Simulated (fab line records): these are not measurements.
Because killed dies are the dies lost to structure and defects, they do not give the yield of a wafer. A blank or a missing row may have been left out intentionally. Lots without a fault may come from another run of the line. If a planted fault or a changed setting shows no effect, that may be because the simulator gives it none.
Matching of chambers -- flow n5Finfet -- N5_BEOL_M11_DESCUM_16 on rieDiel-06: 4 sister chambers
The step chemistry O2, time 7.9 s. 4 wafers are shown with their chamber, then 10 later ones without.

## WAFERS PAIRED WITH THEIR CHAMBERS
wafer,chamber,showerheadPlenumPTorr (Torr)
L083.4,3,2.11
L083.6,0,2.01
L090.1,1,2.06
L090.3,2,2.05

## WAFERS MISSING THEIR CHAMBER
wafer,showerheadPlenumPTorr (Torr)
L090.6,2.06
L088.1,2.04
L088.4,2.10
L088.5,2.10
L091.1,2.00
L091.2,2.06
L091.4,2.04
L096.3,2.00
L096.5,2.00
L096.6,2.06

## EACH ONE'S CHAMBER
wafer,from the rows above,in truth
L090.6,can't be placed: 1 or 2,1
L088.1,can't be placed: 2 or 1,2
L088.4,3,3
L088.5,3,3
L091.1,0,0
L091.2,can't be placed: 1 or 2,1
L091.4,can't be placed: 2 or 1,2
L096.3,0,0
L096.5,0,0
L096.6,can't be placed: 1 or 2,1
Correctly placed: 5 of 10. Cannot be placed on the basis of these rows: 5; the candidates contain the true chamber in 5. Wrongly placed: 0.
How it was worked out, from the rows above alone: a wafer's distance from a chamber is the root of the sum, over the readings, of the square of ((its reading less the chamber's mean) divided by the reading's scatter). The wafer belongs to the nearest chamber; if the next one is less than 2 further off, it can't be placed. Each chamber's mean is taken over the wafers shown for it. The scatter (one wafer shown for each chamber): square how far every hidden wafer sits from the nearest shown wafer, average those squares and take the square root.
